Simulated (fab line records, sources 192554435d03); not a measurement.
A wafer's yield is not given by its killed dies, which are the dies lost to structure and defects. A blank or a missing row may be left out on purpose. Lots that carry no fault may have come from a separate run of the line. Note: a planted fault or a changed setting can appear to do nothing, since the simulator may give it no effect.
fab line records ; flow n5_finfet ; part 1 of 2: steps 1 to 3 of 6
record: lots: 19; wafers: 57; last_day: 18
route steps=1938 shown MOL_CONTACT_COAG@617 BEOL_M0_SAQP@663 BEOL_M0@715
lots untouched by any fault: they come from a run of this same line in which no faults occurred
start_h: hours from the record's first day to the start of the lot's first wafer shown ; wait_h: hours elapsed since this lot's preceding step ; " as in the row above ; L1.1+2: one row covering several wafers at once ; - value missing, or start not given ; * or withheld: withheld ; < > ~ a bound
route shown NAME@n: names a module that has steps shown in the file, with the first one's number in the route ; usual: mean/standard deviation taken from wafers without a fault ; same: alike in all rows ; chamber/n: place in a boat ; sites: each site's reading ; _std_site: the standard deviation of these ; _edge_site: mean of outer sites minus mean of inner sites ; radius_mm: for every site, how far away it sits from the centre of the wafer ; mask NAME#n: copy n ; behind: the tool/chamber that last shaped the wafer ; hold: why the lot was held/for how many hours/how that ended ; device: names the non-switching transistor (n, p or np) ; end of line: at the end of the route, the tests of the same wafers ; for a step that has no rows: nothing shown but its recipe ; killed: dies lost to structure and defects at the first sort, not the wafer's yield ; map: a wafer's dies, marking killed ones x, the rest . and places with no die _
set.NAME: the run value of the setting; set.NAME@STEP: its run value at that earlier step ; model.NAME: the simulator's own value behind a step, which no gauge read
the route's steps for a sample of lots (tables are steps, rows are wafers)
services: the hour from which a tool's chamber was out of use, counted from the record's first day as start_h (under 0 if before that day), plus the number of hours and why
== steps ==
step: N5_MOL_CONTACT_COAG_ETCH_48
recipe: chemistry: C4F6/O2; target_depth_a: 150; overetch_a: 45; mask_material: SOC; target: SiOC; bias_w: 465; pressure_mtorr: 10; time_s: 17; source_w: 335; Ar_flow_sccm: 300; C4F6_flow_sccm: 10; O2_flow_sccm: 10; ion_energy_ev: 576
usual: O2_flow_sccm: 10.00/0.032; bias_w: 464.9/1.5; drypump_motor_current_A: 5.7/0.41; oes_product_au: 0.63/0.062; rf_vpp_V: 1585/21; showerhead_plenum_p_Torr: 2.85/0.11; throttle_valve_pct: 40.7/0.36
lot.wafer;tool;chamber;start_h;wait_h;O2_flow_sccm;bias_w;drypump_motor_current_A;oes_product_au;rf_hours_counter_h;rf_vpp_V;showerhead_plenum_p_Torr;throttle_valve_pct
L074.1;rie_diel-06;2;105.10;0.0;10.05;465.0;5.6;0.60;188;1593;2.70;40.5
L074.3;rie_diel-06;3;105.10;0.0;9.98;465.7;5.7;0.73;105;1622;2.98;40.7
L074.6;rie_diel-06;3;105.10;0.0;10.02;466.1;5.7;0.67;-;1621;2.98;40.7
L076.2;rie_diel-06;1;125.92;0.0;10.01;464.3;5.7;0.60;218;1594;2.83;41.4
L076.3;rie_diel-06;2;125.92;0.0;10.05;467.2;5.6;0.56;195;1593;2.69;40.5
L076.6;rie_diel-06;2;125.92;0.0;9.98;465.7;5.6;0.54;-;1594;2.69;40.5
L077.1;rie_diel-05;3;130.59;0.0;10.00;463.1;5.1;0.59;185;1556;2.84;41.0
L077.2;rie_diel-05;2;130.59;0.0;9.97;461.9;5.4;0.60;223;1614;2.71;40.8
L077.4;rie_diel-05;0;130.59;0.0;10.01;464.9;5.3;0.62;136;1568;2.63;41.1
L078.1;rie_diel-06;1;134.78;0.0;10.00;466.9;5.8;0.59;222;1592;2.83;41.4
L078.2;rie_diel-06;0;134.78;0.0;10.00;465.8;6.0;0.63;126;1575;2.96;41.0
L078.6;rie_diel-06;3;134.78;0.0;10.01;464.1;5.7;0.68;-;1622;2.97;40.7
L079.1;rie_diel-06;2;140.90;0.0;9.96;464.6;5.6;0.63;197;1593;2.69;40.5
L079.3;rie_diel-06;0;140.90;0.0;9.95;463.0;6.0;0.65;128;1577;2.96;41.0
L079.5;rie_diel-06;2;140.90;0.0;10.01;467.1;5.6;0.65;-;1593;2.69;40.5
L080.2;rie_diel-01;0;143.63;0.0;9.99;463.9;5.5;0.66;67;1577;2.87;40.5
L080.3;rie_diel-01;2;143.63;0.0;10.02;464.4;6.4;0.54;216;1591;2.91;40.3
L080.4;rie_diel-01;3;143.63;0.0;9.97;467.1;5.3;0.60;204;1600;2.83;40.5
L083.3;rie_diel-06;1;153.32;0.0;10.01;464.7;5.7;0.63;229;1592;2.82;41.5
L083.4;rie_diel-06;0;153.32;0.0;10.02;463.5;6.1;0.69;134;1575;2.95;41.0
L083.5;rie_diel-06;3;153.32;0.0;9.98;462.6;5.7;0.71;-;1621;2.97;40.7
L084.1;rie_diel-05;1;161.53;0.0;10.01;466.4;6.6;0.78;3;1578;3.05;41.0
L084.2;rie_diel-05;0;161.53;0.0;9.96;463.6;5.3;0.59;149;1568;2.62;41.1
L084.5;rie_diel-05;0;161.53;0.0;10.02;464.5;5.3;0.59;-;1568;2.62;41.1
L085.2;rie_diel-06;0;169.15;0.0;10.00;464.0;6.0;0.63;141;1573;2.95;41.0
L085.5;rie_diel-06;1;169.15;0.0;9.93;465.6;5.7;0.60;-;1592;2.82;41.5
L085.6;rie_diel-06;0;169.15;0.0;10.01;464.2;6.1;0.65;-;1573;2.95;41.0
L086.1;rie_diel-05;0;175.22;0.0;9.97;465.1;5.3;0.61;154;1569;2.62;41.1
L086.2;rie_diel-05;1;175.22;0.0;9.98;467.5;6.6;0.82;8;1578;3.04;41.1
L086.5;rie_diel-05;1;175.22;0.0;10.02;463.0;6.6;0.85;-;1579;3.04;41.0
L087.2;rie_diel-06;1;178.80;0.0;10.01;462.1;5.8;0.59;239;1592;2.82;41.5
L087.4;rie_diel-06;3;178.80;0.0;10.08;467.6;5.7;0.70;128;1621;2.97;40.7
L087.6;rie_diel-06;3;178.80;0.0;10.04;466.2;5.7;0.70;-;1620;2.97;40.7
L089.2;rie_diel-01;3;194.50;0.0;10.02;464.3;5.3;0.53;223;1598;2.82;40.4
L089.4;rie_diel-01;2;194.50;0.0;10.04;465.3;6.4;0.55;236;1591;2.91;40.3
L089.6;rie_diel-01;1;194.50;0.0;9.99;466.2;6.1;0.56;-;1548;2.81;40.3
L090.1;rie_diel-01;0;202.11;0.0;10.01;466.9;5.4;0.69;90;1576;2.86;40.5
L090.2;rie_diel-01;2;202.11;0.0;10.01;465.1;6.3;0.58;238;1591;2.91;40.3
L090.6;rie_diel-01;0;202.11;0.0;10.00;466.5;5.5;0.62;-;1576;2.86;40.5
L092.1;rie_diel-01;0;211.42;0.0;9.99;462.9;5.5;0.67;93;1576;2.86;40.5
L092.2;rie_diel-01;1;211.42;0.0;10.01;466.6;6.1;0.57;207;1549;2.81;40.3
L092.4;rie_diel-01;3;211.42;0.0;10.03;464.5;5.3;0.63;229;1597;2.81;40.5
L093.1;rie_diel-01;1;217.98;0.0;10.03;465.1;6.1;0.58;210;1547;2.80;40.3
L093.3;rie_diel-01;0;217.98;0.0;10.04;463.2;5.4;0.68;96;1576;2.86;40.5
L093.4;rie_diel-01;2;217.98;0.0;9.97;464.6;6.4;0.60;244;1592;2.90;40.3
L095.2;rie_diel-01;3;229.98;0.0;9.98;464.7;5.3;0.58;237;1599;2.81;40.5
L095.4;rie_diel-01;0;229.98;0.0;9.98;464.9;5.4;0.64;99;1576;2.86;40.5
L095.5;rie_diel-01;3;229.98;0.0;9.97;461.0;5.3;0.58;-;1598;2.81;40.5
L094.1;rie_diel-01;3;230.84;0.0;9.99;463.6;5.3;0.61;237;1600;2.81;40.5
L094.3;rie_diel-01;0;230.84;0.0;9.98;464.2;5.5;0.65;100;1575;2.86;40.5
L094.6;rie_diel-01;3;230.84;0.0;9.99;463.7;5.3;0.61;-;1599;2.81;40.5
L096.1;rie_diel-01;0;233.88;0.0;9.98;467.2;5.5;0.61;100;1576;2.86;40.5
L096.4;rie_diel-01;3;233.88;0.0;10.03;463.4;5.3;0.58;238;1600;2.81;40.5
L096.5;rie_diel-01;2;233.88;0.0;10.00;467.1;6.3;0.54;-;1590;2.90;40.3
L097.1;rie_diel-05;1;239.63;0.0;9.97;465.6;6.6;0.79;32;1578;3.03;41.1
L097.4;rie_diel-05;0;239.63;0.0;10.03;464.7;5.3;0.61;181;1567;2.61;41.1
L097.6;rie_diel-05;3;239.63;0.0;10.03;464.6;5.1;0.61;-;1554;2.82;41.0
step: N5_BEOL_M0_SAQP_SPACER1_ALD_98
recipe: material: SiO2; target_thk_a: 128; temp_c: 300; ald_precursor_family: BDEAS; ald_co_reactant: O2-plasma; pulse_time_s: 1; purge_time_s: 2; co_reactant_purge_time_s: 2; ald_cycles: 138; pressure_torr: 2
usual: heater_power_w: 476/54; precursor_pulse_height_rel: 1.002/0.021; susceptor_temp_C: 300.02/0.17
same: purge_time_s: 2
lot.wafer;tool;chamber;start_h;wait_h;heater_power_w;precursor_pulse_height_rel;susceptor_temp_C
L074.1;ald_sin-04;3;112.13;0.3;557;0.960;300.03
L074.3;ald_sin-04;0;112.13;0.3;513;0.981;299.85
L074.6;ald_sin-04;1;112.13;0.3;427;0.983;299.80
L076.2;ald_sin-04;0;137.44;1.9;522;1.031;300.04
L076.3;ald_sin-04;2;137.44;1.9;581;0.997;300.24
L076.6;ald_sin-04;3;137.44;1.9;558;1.019;299.90
L077.1;ald_sin-02;3;139.29;0.3;431;1.013;300.00
L077.2;ald_sin-02;0;139.29;0.3;435;1.012;300.15
L077.4;ald_sin-02;2;139.29;0.3;480;1.002;299.82
L078.1;ald_sin-03;0;142.93;0.8;512;1.007;299.97
L078.2;ald_sin-03;3;142.93;0.8;465;1.004;300.01
L078.6;ald_sin-03;0;142.93;0.8;523;1.000;300.08
L079.1;ald_sin-04;2;148.24;0.8;567;0.989;300.02
L079.3;ald_sin-04;3;148.24;0.8;539;1.011;300.18
L079.5;ald_sin-04;0;148.24;0.8;511;0.960;300.05
L080.2;ald_sin-02;2;150.91;0.8;465;0.992;299.90
L080.3;ald_sin-02;3;150.91;0.8;423;1.022;300.17
L080.4;ald_sin-02;2;150.91;0.8;490;1.003;299.93
L083.3;ald_sin-04;0;159.98;0.1;494;1.025;299.99
L083.4;ald_sin-04;2;159.98;0.1;584;1.009;300.10
L083.5;ald_sin-04;3;159.98;0.1;545;0.993;300.13
L084.1;ald_sin-04;2;170.53;0.3;572;0.991;299.98
L084.2;ald_sin-04;1;170.53;0.3;438;1.012;300.04
L084.5;ald_sin-04;2;170.53;0.3;583;1.003;299.77
L085.2;ald_sin-03;2;177.53;0.3;433;1.008;300.00
L085.5;ald_sin-03;3;177.53;0.3;458;0.986;300.04
L085.6;ald_sin-03;2;177.53;0.3;436;1.059;300.04
L086.1;ald_sin-03;2;182.63;0.7;431;0.983;300.07
L086.2;ald_sin-03;3;182.63;0.7;462;1.032;300.03
L086.5;ald_sin-03;1;182.63;0.7;407;1.015;299.95
L087.2;ald_sin-02;0;185.67;0.3;436;1.018;299.90
L087.4;ald_sin-02;2;185.67;0.3;472;1.012;300.01
L087.6;ald_sin-02;3;185.67;0.3;424;1.005;300.28
L089.2;ald_sin-02;3;202.50;0.8;425;0.987;300.09
L089.4;ald_sin-02;2;202.50;0.8;473;0.970;299.67
L089.6;ald_sin-02;2;202.50;0.8;487;1.038;299.68
L090.1;ald_sin-03;0;209.86;0.3;513;0.954;300.02
L090.2;ald_sin-03;1;209.86;0.3;402;1.008;300.11
L090.6;ald_sin-03;2;209.86;0.3;439;0.988;299.94
L092.1;ald_sin-04;0;219.00;0.3;499;1.027;300.12
L092.2;ald_sin-04;2;219.00;0.3;552;1.029;300.46
L092.4;ald_sin-04;0;219.00;0.3;501;1.003;300.34
L093.1;ald_sin-03;0;225.26;0.4;523;1.021;300.00
L093.3;ald_sin-03;2;225.26;0.4;434;0.969;299.96
L093.4;ald_sin-03;1;225.26;0.4;410;1.007;299.71
L095.2;ald_sin-03;0;239.71;0.9;507;1.012;300.11
L095.4;ald_sin-03;3;239.71;0.9;477;0.994;300.19
L095.5;ald_sin-03;2;239.71;0.9;430;0.988;300.02
L094.1;ald_sin-02;2;241.76;0.3;486;1.004;299.84
L094.3;ald_sin-02;3;241.76;0.3;420;0.978;299.95
L094.6;ald_sin-02;0;241.76;0.3;446;1.022;300.23
L096.1;ald_sin-02;3;243.01;0.3;429;1.012;299.98
L096.4;ald_sin-02;0;243.01;0.3;443;1.032;299.98
L096.5;ald_sin-02;3;243.01;0.3;422;0.965;300.02
L097.1;ald_sin-02;3;247.58;0.3;431;1.001;300.12
L097.4;ald_sin-02;1;247.58;0.3;406;1.012;299.98
L097.6;ald_sin-02;2;247.58;0.3;484;1.015;300.29
step: N5_BEOL_M0_ETCH_138
recipe: chemistry: CH3F/O2; target_depth_a: 120; target: SiCN; time_s: 31.6; ion_energy_ev: 120; pressure_mtorr: 30; source_w: 395; bias_w: 75; Ar_flow_sccm: 150; CH3F_flow_sccm: 30; O2_flow_sccm: 20; ends: cleared
usual: O2_flow_sccm: 20.01/0.059; bias_w: 75.01/0.26; drypump_motor_current_A: 5.7/0.46; etch_rf_on_time_s: 29.2/0.73; oes_product_au: 0.65/0.073; rf_vpp_V: 297.2/2; showerhead_plenum_p_Torr: 1.99/0.095; throttle_valve_pct: 16.39/0.15
lot.wafer;tool;chamber;start_h;wait_h;O2_flow_sccm;bias_w;drypump_motor_current_A;etch_rf_on_time_s;oes_product_au;rf_hours_counter_h;rf_vpp_V;showerhead_plenum_p_Torr;throttle_valve_pct
L074.1;rie_diel-05;3;116.98;0.0;19.94;75.26;5.1;28.7;0.63;180;296.7;2.00;16.37
L074.3;rie_diel-05;1;116.98;0.0;20.05;74.99;6.6;28.7;0.58;243;296.7;1.90;16.76
L074.6;rie_diel-05;2;116.98;0.0;20.07;75.74;5.4;29.2;0.60;-;297.0;1.91;16.41
L076.2;rie_diel-01;2;142.88;0.0;19.93;74.50;6.3;28.8;0.59;216;298.3;2.06;16.33
L076.3;rie_diel-01;3;142.88;0.0;20.07;74.81;5.3;28.7;0.62;203;297.6;1.99;16.34
L076.6;rie_diel-01;0;142.88;0.0;20.10;74.78;5.5;30.0;0.70;-;298.4;2.02;16.06
L077.1;rie_diel-05;2;145.62;0.0;20.01;74.95;5.4;29.6;0.59;229;296.2;1.90;16.43
L077.2;rie_diel-05;0;145.62;0.0;19.98;75.17;5.3;28.7;0.66;142;294.0;1.84;16.55
L077.4;rie_diel-05;3;145.62;0.0;20.01;74.97;5.1;30.1;0.61;-;296.7;2.00;16.41
L078.1;rie_diel-05;2;147.43;0.0;19.96;75.23;5.4;29.5;0.58;230;296.2;1.90;16.44
L078.2;rie_diel-05;0;147.43;0.0;20.01;75.17;5.3;29.5;0.66;143;294.2;1.84;16.54
L078.6;rie_diel-05;0;147.43;0.0;20.00;74.97;5.3;29.1;0.65;-;293.6;1.84;16.55
L079.1;rie_diel-06;1;153.64;0.0;19.98;75.04;5.8;28.0;0.62;229;296.7;1.98;16.66
L079.3;rie_diel-06;2;153.64;0.0;19.97;74.65;5.5;28.7;0.61;201;293.6;1.89;16.31
L079.5;rie_diel-06;3;153.64;0.0;19.93;75.01;5.7;28.5;0.67;-;299.5;2.09;16.37
L080.2;rie_diel-05;0;155.53;0.0;20.03;75.14;5.3;29.5;0.65;147;294.3;1.84;16.55
L080.3;rie_diel-05;3;155.53;0.0;20.00;75.14;5.1;29.8;0.62;195;296.9;2.00;16.41
L080.4;rie_diel-05;1;155.53;0.0;20.02;75.05;6.6;28.9;0.86;2;301.0;2.15;16.35
L083.3;rie_diel-05;2;164.89;0.0;19.95;75.48;5.4;29.2;0.58;236;295.2;1.90;16.45
L083.4;rie_diel-05;1;164.89;0.0;20.02;75.01;6.6;28.4;0.85;4;300.3;2.15;16.33
L083.5;rie_diel-05;1;164.89;0.0;20.00;75.00;6.6;29.3;0.85;-;300.2;2.15;16.33
L084.1;rie_diel-05;3;175.74;0.0;20.03;74.82;5.1;29.2;0.62;202;297.6;1.99;16.43
L084.2;rie_diel-05;2;175.74;0.0;19.95;75.02;5.4;29.1;0.58;239;296.3;1.90;16.46
L084.5;rie_diel-05;1;175.74;0.0;20.07;75.17;6.6;29.1;0.84;-;300.6;2.15;16.33
L085.2;rie_diel-01;3;183.70;0.0;20.04;75.51;5.3;30.1;0.62;219;296.8;1.98;16.37
L085.5;rie_diel-01;3;183.70;0.0;19.98;75.08;5.3;29.7;0.61;-;296.8;1.98;16.41
L085.6;rie_diel-01;0;183.70;0.0;20.00;75.24;5.5;30.6;0.68;-;298.1;2.02;16.09
L086.1;rie_diel-01;3;187.57;0.0;20.02;75.11;5.3;28.7;0.61;220;298.8;1.98;16.38
L086.2;rie_diel-01;1;187.57;0.0;20.17;75.14;6.1;29.3;0.59;198;295.9;1.98;16.52
L086.5;rie_diel-01;3;187.57;0.0;20.00;75.28;5.3;29.1;0.60;-;296.8;1.98;16.39
L087.2;rie_diel-01;1;191.43;0.0;19.99;75.03;6.1;29.9;0.60;200;297.4;1.98;16.53
L087.4;rie_diel-01;3;191.43;0.0;19.95;74.68;5.3;29.1;0.61;222;296.9;1.98;16.41
L087.6;rie_diel-01;2;191.43;0.0;20.03;74.61;6.4;29.3;0.58;-;298.9;2.05;16.38
L089.2;rie_diel-05;0;207.20;0.0;20.04;74.56;5.3;28.1;0.65;167;294.6;1.83;16.60
L089.4;rie_diel-05;1;207.20;0.0;19.95;74.68;6.6;29.6;0.81;-;299.2;2.14;16.37
L089.6;rie_diel-05;3;207.20;0.0;19.98;74.66;5.1;29.5;0.61;-;296.5;1.99;16.47
L090.1;rie_diel-06;2;215.53;0.0;19.99;75.14;5.6;28.4;0.60;225;293.6;1.88;16.35
L090.2;rie_diel-06;0;215.53;0.0;20.01;75.08;6.0;29.7;0.64;156;300.0;2.08;16.36
L090.6;rie_diel-06;0;215.53;0.0;19.94;75.26;6.1;29.7;0.63;-;299.7;2.08;16.38
L092.1;rie_diel-06;2;223.50;0.0;20.04;74.86;5.6;28.3;0.60;229;294.7;1.88;16.37
L092.2;rie_diel-06;3;223.50;0.0;19.91;75.27;5.7;28.8;0.66;145;299.2;2.08;16.41
L092.4;rie_diel-06;0;223.50;0.0;19.97;75.11;6.0;30.2;0.64;-;298.0;2.08;16.37
L093.1;rie_diel-05;0;230.31;0.0;20.11;74.90;5.3;29.2;0.63;177;295.0;1.83;16.60
L093.3;rie_diel-05;1;230.31;0.0;20.10;74.89;6.6;28.6;0.80;29;299.0;2.14;16.40
L093.4;rie_diel-05;0;230.31;0.0;20.08;75.32;5.3;30.8;0.63;-;294.6;1.83;16.60
L095.2;rie_diel-06;3;245.26;0.0;20.11;75.09;5.7;28.3;0.66;151;299.9;2.08;16.42
L095.4;rie_diel-06;2;245.26;0.0;20.03;74.86;5.5;29.4;0.59;235;294.3;1.88;16.39
L095.5;rie_diel-06;2;245.26;0.0;20.08;74.54;5.5;30.4;0.58;-;294.2;1.88;16.39
L094.1;rie_diel-06;3;247.30;0.0;19.98;75.03;5.8;27.7;0.66;152;298.5;2.08;16.42
L094.3;rie_diel-06;2;247.30;0.0;20.06;74.92;5.6;28.5;0.58;236;293.7;1.88;16.37
L094.6;rie_diel-06;1;247.30;0.0;20.20;75.08;5.8;28.7;0.79;-;298.6;1.97;16.20
L096.1;rie_diel-05;3;247.82;0.0;19.97;74.96;5.1;29.4;0.60;232;297.3;1.98;16.48
L096.4;rie_diel-05;1;247.82;0.0;20.07;75.46;6.6;28.9;0.78;35;299.6;2.14;16.38
L096.5;rie_diel-05;1;247.82;0.0;19.96;75.59;6.6;29.4;0.78;-;299.4;2.14;16.38
L097.1;rie_diel-05;3;252.19;0.0;20.03;74.54;5.1;29.6;0.60;234;296.5;1.98;16.49
L097.4;rie_diel-05;1;252.19;0.0;20.02;75.32;6.6;28.7;0.77;37;300.2;2.14;16.39
L097.6;rie_diel-05;3;252.19;0.0;20.07;74.76;5.2;30.3;0.60;-;296.1;1.98;16.49
